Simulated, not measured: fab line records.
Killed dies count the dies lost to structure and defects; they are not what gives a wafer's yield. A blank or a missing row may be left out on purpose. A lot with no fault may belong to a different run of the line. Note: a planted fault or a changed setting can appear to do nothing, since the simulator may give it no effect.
fab line records ; flow nand_harc
[record] lots = 12; wafers = 36; last_day = 25
route steps=1159 shown P_GATE@185
lots untouched by any fault: they come from a run of this same line in which no faults occurred
start_h: start of the lot's first displayed wafer, in hours after the record's first day ; wait_h: how many hours have passed since the lot's step before this one ; " repeats the value in the row above ; L1.1+2: one row covering several wafers at once ; - either no value or no given start ; * or withheld: withheld ; < > ~ a bound
route shown NAME@n: names a module that has steps shown in the file, with the first one's number in the route ; usual: mean/standard deviation of fault-free wafers ; same: alike in all rows ; chamber/n: place in a boat ; sites: the reading at each site ; _std_site: their standard deviation ; _edge_site: the outer-site mean with the inner-site mean subtracted ; radius_mm: how far each site lies from the wafer's centre ; mask NAME#n: copy n ; behind: tool/chamber where the wafer was last shaped ; hold: reason for holding the lot/hours on hold/outcome of the hold ; device: whichever transistor did not switch (one of n, p or np) ; end of line: tests of these same wafers at the route's end ; step lacking rows: just its recipe ; killed: dies that structure and defects cost at the first sort, which is not the same as the wafer's yield ; map: the dies of a wafer, with x for killed, . for not killed, _ for no die there
set.NAME: the run value of the setting; set.NAME@STEP: its run value at that earlier step ; model.NAME: the simulator's own value behind a step, which no gauge read
one table for each step of the route and one row for each wafer, over a sample of lots
services: from which hour (start_h, from the record's first day; less than 0 if before it) a tool's chamber was out of use, for how many hours, and why
[[steps]]
[step NHARC_P_GATE_CD_MEAS_59]
[recipe] target_cd_nm = 720; landing_energy_ev = 500
[usual] cd_nm = 719.1/2.9
lot.wafer;tool;chamber;start_h;wait_h;cd_nm
L898.2;cd_sem-02;0;102.47;-;721.2
L898.3;cd_sem-02;0;102.47;-;719.7
L898.5;cd_sem-02;0;102.47;-;715.0
L901.2;cd_sem-03;0;119.66;-;714.8
L901.3;cd_sem-03;0;119.66;-;716.7
L901.6;cd_sem-03;0;119.66;-;718.3
L900.1;cd_sem-01;0;120.30;-;726.7
L900.3;cd_sem-01;0;120.30;-;722.8
L900.6;cd_sem-01;0;120.30;-;723.5
L903.1;cd_sem-03;0;140.31;-;712.6
L903.5;cd_sem-03;0;140.31;-;718.1
L903.6;cd_sem-03;0;140.31;-;715.7
L904.4;cd_sem-02;0;142.65;-;714.6
L904.5;cd_sem-02;0;142.65;-;719.7
L904.6;cd_sem-02;0;142.65;-;717.3
L908.3;cd_sem-02;0;159.14;-;720.1
L908.4;cd_sem-02;0;159.14;-;719.0
L908.6;cd_sem-02;0;159.14;-;720.4
L907.1;cd_sem-01;0;160.14;-;718.5
L907.2;cd_sem-01;0;160.14;-;721.7
L907.6;cd_sem-01;0;160.14;-;718.1
L910.2;cd_sem-01;0;179.85;-;724.1
L910.3;cd_sem-01;0;179.85;-;720.8
L910.5;cd_sem-01;0;179.85;-;726.8
L912.2;cd_sem-01;0;189.15;-;718.1
L912.4;cd_sem-01;0;189.15;-;722.0
L912.5;cd_sem-01;0;189.15;-;722.2
L913.1;cd_sem-01;0;198.74;-;718.6
L913.3;cd_sem-01;0;198.74;-;719.7
L913.4;cd_sem-01;0;198.74;-;718.7
L915.4;cd_sem-02;0;203.21;-;719.1
L915.5;cd_sem-02;0;203.21;-;718.0
L915.6;cd_sem-02;0;203.21;-;714.0
L920.1;cd_sem-02;0;243.65;-;720.3
L920.2;cd_sem-02;0;243.65;-;720.3
L920.4;cd_sem-02;0;243.65;-;720.6
[step NHARC_P_GATE_EXPOSE_88]
[recipe] na = 0.6; target_cd_nm = 2000; dose_mj = 11.87; mask_id = P_HVN
[usual] exposure_dose_mJ_cm2 = 11.871/0.013; focus_offset_nm = -0.1/0.56
lot.wafer;tool;chamber;start_h;wait_h;mask;exposure_dose_mJ_cm2;focus_offset_nm
L898.2;krf_scanner-03;0;104.18;-;P_HVN#0;11.899;-0.2
L898.3;krf_scanner-03;0;104.18;-;P_HVN#0;11.882;-0.6
L898.5;krf_scanner-03;0;104.18;-;P_HVN#0;11.891;-1.3
L901.2;krf_scanner-04;0;121.24;-;P_HVN#0;11.862;-0.9
L901.3;krf_scanner-04;0;121.24;-;P_HVN#0;11.879;-1.3
L901.6;krf_scanner-04;0;121.24;-;P_HVN#0;11.877;-0.1
L900.1;krf_scanner-03;0;121.87;-;P_HVN#0;11.866;0.2
L900.3;krf_scanner-03;0;121.87;-;P_HVN#0;11.864;0.0
L900.6;krf_scanner-03;0;121.87;-;P_HVN#0;11.860;-0.1
L903.1;krf_scanner-04;0;141.86;-;P_HVN#0;11.876;0.0
L903.5;krf_scanner-04;0;141.86;-;P_HVN#0;11.876;0.3
L903.6;krf_scanner-04;0;141.86;-;P_HVN#0;11.868;-0.5
L904.4;krf_scanner-03;0;144.22;-;P_HVN#0;11.864;-0.2
L904.5;krf_scanner-03;0;144.22;-;P_HVN#0;11.880;-0.8
L904.6;krf_scanner-03;0;144.22;-;P_HVN#0;11.869;-0.4
L908.3;krf_scanner-03;0;160.66;-;P_HVN#0;11.871;0.2
L908.4;krf_scanner-03;0;160.66;-;P_HVN#0;11.874;-0.1
L908.6;krf_scanner-03;0;160.66;-;P_HVN#0;11.869;0.0
L907.1;krf_scanner-04;0;161.70;-;P_HVN#0;11.875;0.3
L907.2;krf_scanner-04;0;161.70;-;P_HVN#0;11.863;-0.3
L907.6;krf_scanner-04;0;161.70;-;P_HVN#0;11.867;0.0
L910.2;krf_scanner-03;0;181.41;-;P_HVN#0;11.869;0.2
L910.3;krf_scanner-03;0;181.41;-;P_HVN#0;11.879;0.7
L910.5;krf_scanner-03;0;181.41;-;P_HVN#0;11.869;1.0
L912.2;krf_scanner-03;0;190.70;-;P_HVN_R1#0;11.851;0.0
L912.4;krf_scanner-03;0;190.70;-;P_HVN_R1#0;11.841;1.2
L912.5;krf_scanner-03;0;190.70;-;P_HVN_R1#0;11.866;0.2
L913.1;krf_scanner-02;0;200.38;-;P_HVN#0;11.890;-1.3
L913.3;krf_scanner-02;0;200.38;-;P_HVN#0;11.894;-1.0
L913.4;krf_scanner-02;0;200.38;-;P_HVN#0;11.887;-0.5
L915.4;krf_scanner-03;0;204.77;-;P_HVN#0;11.852;0.6
L915.5;krf_scanner-03;0;204.77;-;P_HVN#0;11.857;-0.1
L915.6;krf_scanner-03;0;204.77;-;P_HVN#0;11.860;-0.2
L920.1;krf_scanner-02;0;245.20;-;P_HVN#0;11.880;0.2
L920.2;krf_scanner-02;0;245.20;-;P_HVN#0;11.888;0.4
L920.4;krf_scanner-02;0;245.20;-;P_HVN#0;11.887;-0.3
[step NHARC_P_GATE_CD_MEAS_91]
[recipe] target_cd_nm = 2000; landing_energy_ev = 500
[usual] cd_nm = 2000.4/2.6
lot.wafer;tool;chamber;start_h;wait_h;cd_nm
L898.2;cd_sem-03;0;104.34;-;1998.8
L898.3;cd_sem-03;0;104.34;-;2000.6
L898.5;cd_sem-03;0;104.34;-;2003.2
L901.2;cd_sem-01;0;121.39;-;2002.4
L901.3;cd_sem-01;0;121.39;-;1999.9
L901.6;cd_sem-01;0;121.39;-;2000.1
L900.1;cd_sem-01;0;122.03;-;1999.2
L900.3;cd_sem-01;0;122.03;-;1997.5
L900.6;cd_sem-01;0;122.03;-;2002.2
L903.1;cd_sem-02;0;142.01;-;1998.4
L903.5;cd_sem-02;0;142.01;-;2001.9
L903.6;cd_sem-02;0;142.01;-;2006.4
L904.4;cd_sem-02;0;144.37;-;1999.5
L904.5;cd_sem-02;0;144.37;-;2001.2
L904.6;cd_sem-02;0;144.37;-;2001.1
L908.3;cd_sem-03;0;160.81;-;2002.4
L908.4;cd_sem-03;0;160.81;-;2002.6
L908.6;cd_sem-03;0;160.81;-;2001.3
L907.1;cd_sem-01;0;161.86;-;2005.9
L907.2;cd_sem-01;0;161.86;-;2002.2
L907.6;cd_sem-01;0;161.86;-;2001.8
L910.2;cd_sem-01;0;181.57;-;1999.4
L910.3;cd_sem-01;0;181.57;-;1998.6
L910.5;cd_sem-01;0;181.57;-;1997.0
L912.2;cd_sem-02;0;190.86;-;1976.3
L912.4;cd_sem-02;0;190.86;-;1975.8
L912.5;cd_sem-02;0;190.86;-;1975.1
L913.1;cd_sem-02;0;200.54;-;2000.0
L913.3;cd_sem-02;0;200.54;-;2000.2
L913.4;cd_sem-02;0;200.54;-;2002.5
L915.4;cd_sem-02;0;204.92;-;1999.2
L915.5;cd_sem-02;0;204.92;-;2000.1
L915.6;cd_sem-02;0;204.92;-;1995.4
L920.1;cd_sem-01;0;245.36;-;2000.7
L920.2;cd_sem-01;0;245.36;-;1997.4
L920.4;cd_sem-01;0;245.36;-;2000.5
[step NHARC_P_GATE_RTA_64]
[recipe] temp_c = 1050; time_s = 1
[usual] lamp_power_pct = 41.7/1.7; lamp_zone_2_pct = 41.7/1.7; wafer_temp_C_max = 1055.2/1.5
lot.wafer;tool;chamber;start_h;wait_h;lamp_power_pct;lamp_zone_2_pct;wafer_temp_C_max
L898.2;rtp_anneal-01;0;106.20;-;40.2;40.2;1056.5
L898.3;rtp_anneal-01;0;106.20;-;40.2;40.2;1054.7
L898.5;rtp_anneal-01;0;106.20;-;40.2;40.1;1055.5
L901.2;rtp_anneal-02;0;123.24;-;43.6;43.5;1053.8
L901.3;rtp_anneal-02;0;123.24;-;43.5;43.6;1053.7
L901.6;rtp_anneal-02;0;123.24;-;43.5;43.5;1053.0
L900.1;rtp_anneal-01;0;124.00;-;40.0;40.1;1055.7
L900.3;rtp_anneal-01;0;124.00;-;40.0;40.0;1054.9
L900.6;rtp_anneal-01;0;124.00;-;40.1;40.1;1057.3
L903.1;rtp_anneal-02;0;143.83;-;43.5;43.5;1053.6
L903.5;rtp_anneal-02;0;143.83;-;43.5;43.5;1053.7
L903.6;rtp_anneal-02;0;143.83;-;43.4;43.5;1053.7
L904.4;rtp_anneal-01;0;146.28;-;40.1;40.2;1055.6
L904.5;rtp_anneal-01;0;146.28;-;40.1;40.1;1056.3
L904.6;rtp_anneal-01;0;146.28;-;40.1;40.1;1058.9
L908.3;rtp_anneal-02;0;162.67;-;43.6;43.5;1054.4
L908.4;rtp_anneal-02;0;162.67;-;43.5;43.5;1053.1
L908.6;rtp_anneal-02;0;162.67;-;43.5;43.6;1056.1
L907.1;rtp_anneal-01;0;163.67;-;40.2;40.2;1056.5
L907.2;rtp_anneal-01;0;163.67;-;40.2;40.2;1055.5
L907.6;rtp_anneal-01;0;163.67;-;40.2;40.1;1056.7
L910.2;rtp_anneal-01;0;183.42;-;40.3;40.1;1055.0
L910.3;rtp_anneal-01;0;183.42;-;40.2;40.2;1054.6
L910.5;rtp_anneal-01;0;183.42;-;40.2;40.2;1057.6
L912.2;rtp_anneal-01;0;193.07;-;40.1;40.2;1058.1
L912.4;rtp_anneal-01;0;193.07;-;40.1;40.1;1056.7
L912.5;rtp_anneal-01;0;193.07;-;40.2;40.2;1055.2
L913.1;rtp_anneal-02;0;202.35;-;43.4;43.5;1052.6
L913.3;rtp_anneal-02;0;202.35;-;43.5;43.5;1054.4
L913.4;rtp_anneal-02;0;202.35;-;43.5;43.6;1052.4
L915.4;rtp_anneal-02;0;207.06;-;43.6;43.6;1052.5
L915.5;rtp_anneal-02;0;207.06;-;43.6;43.6;1054.1
L915.6;rtp_anneal-02;0;207.06;-;43.6;43.6;1053.6
L920.1;rtp_anneal-02;0;247.26;-;43.5;43.6;1054.3
L920.2;rtp_anneal-02;0;247.26;-;43.6;43.5;1053.5
L920.4;rtp_anneal-02;0;247.26;-;43.5;43.6;1053.1
[step NHARC_P_GATE_RTA_80]
[recipe] temp_c = 300; time_s = 30
[usual] lamp_power_pct = 2.46/0.096; lamp_zone_2_pct = 2.46/0.096; wafer_temp_C_max = 301.6/0.54
lot.wafer;tool;chamber;start_h;wait_h;lamp_power_pct;lamp_zone_2_pct;wafer_temp_C_max
L898.2;rtp_anneal-01;0;106.80;-;2.39;2.39;302.2
L898.3;rtp_anneal-01;0;106.80;-;2.39;2.39;302.1
L898.5;rtp_anneal-01;0;106.80;-;2.39;2.39;302.0
L901.2;rtp_anneal-02;0;123.94;-;2.60;2.61;300.9
L901.3;rtp_anneal-02;0;123.94;-;2.61;2.61;300.7
L901.6;rtp_anneal-02;0;123.94;-;2.60;2.60;300.9
L900.1;rtp_anneal-02;0;124.60;-;2.59;2.59;301.0
L900.3;rtp_anneal-02;0;124.60;-;2.59;2.59;301.2
L900.6;rtp_anneal-02;0;124.60;-;2.59;2.59;301.1
L903.1;rtp_anneal-01;0;144.47;-;2.39;2.39;302.2
L903.5;rtp_anneal-01;0;144.47;-;2.39;2.39;302.1
L903.6;rtp_anneal-01;0;144.47;-;2.39;2.39;301.6
L904.4;rtp_anneal-01;0;146.88;-;2.40;2.40;301.3
L904.5;rtp_anneal-01;0;146.88;-;2.39;2.39;301.6
L904.6;rtp_anneal-01;0;146.88;-;2.40;2.39;301.5
L908.3;rtp_anneal-02;0;163.27;-;2.60;2.60;300.7
L908.4;rtp_anneal-02;0;163.27;-;2.60;2.60;300.9
L908.6;rtp_anneal-02;0;163.27;-;2.60;2.60;300.7
L907.1;rtp_anneal-01;0;164.42;-;2.39;2.39;301.8
L907.2;rtp_anneal-01;0;164.42;-;2.39;2.39;301.9
L907.6;rtp_anneal-01;0;164.42;-;2.39;2.39;301.9
L910.2;rtp_anneal-01;0;184.07;-;2.40;2.40;302.1
L910.3;rtp_anneal-01;0;184.07;-;2.40;2.40;301.7
L910.5;rtp_anneal-01;0;184.07;-;2.41;2.40;302.3
L912.2;rtp_anneal-01;0;193.68;-;2.39;2.39;301.4
L912.4;rtp_anneal-01;0;193.68;-;2.39;2.39;301.6
L912.5;rtp_anneal-01;0;193.68;-;2.39;2.39;301.6
L913.1;rtp_anneal-01;0;202.95;-;2.39;2.40;301.3
L913.3;rtp_anneal-01;0;202.95;-;2.39;2.39;301.6
L913.4;rtp_anneal-01;0;202.95;-;2.39;2.40;302.3
L915.4;rtp_anneal-02;0;207.71;-;2.59;2.59;300.7
L915.5;rtp_anneal-02;0;207.71;-;2.59;2.59;301.2
L915.6;rtp_anneal-02;0;207.71;-;2.59;2.60;300.9
L920.1;rtp_anneal-01;0;248.06;-;2.39;2.39;301.7
L920.2;rtp_anneal-01;0;248.06;-;2.39;2.39;302.3
L920.4;rtp_anneal-01;0;248.06;-;2.39;2.39;302.0
[[services]]
tool;chamber;start_h;hours;kind
krf_scanner-04;-;126.00;4.0;pm
krf_scanner-02;-;156.55;18.2;repair
krf_scanner-03;-;168.00;4.0;pm
krf_scanner-03;-;204.22;0.2;repair
krf_scanner-02;-;210.00;4.0;pm
krf_scanner-04;-;228.94;0.3;repair
[[key]]
[first_sign] step = NHARC_P_GATE_EXPOSE_88; reading = mask; direction = changed
[effect] step = NHARC_P_GATE_CD_MEAS_91; reading = cd_nm; direction = down; sigmas = 9.5; usual = 2000.4; struck = 1975.7
met_at NHARC_P_GATE_EXPOSE_88
struck_lots L912
tester_left_out L912
not_acting_at NHARC_P_GATE_CD_MEAS_59,NHARC_P_GATE_RTA_64,NHARC_P_GATE_RTA_80
onset_between 181.41 190.70
[fault] kind = wrong_mask; tool = any; chamber = -; onset_h = 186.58; steps = NHARC_P_GATE_EXPOSE_88; aux_copy = P_HVN_R1#0; cd_offset_nm = -22.149; scope = struck_lots_only
// tester_left_out: of these lots the tester's yield and bins aren't shown, on N5 and GAA mostly nor the transistor test; their killed dies are dies lost to structure and defects alone, not to doping, threshold or leakage, so they don't give the yield
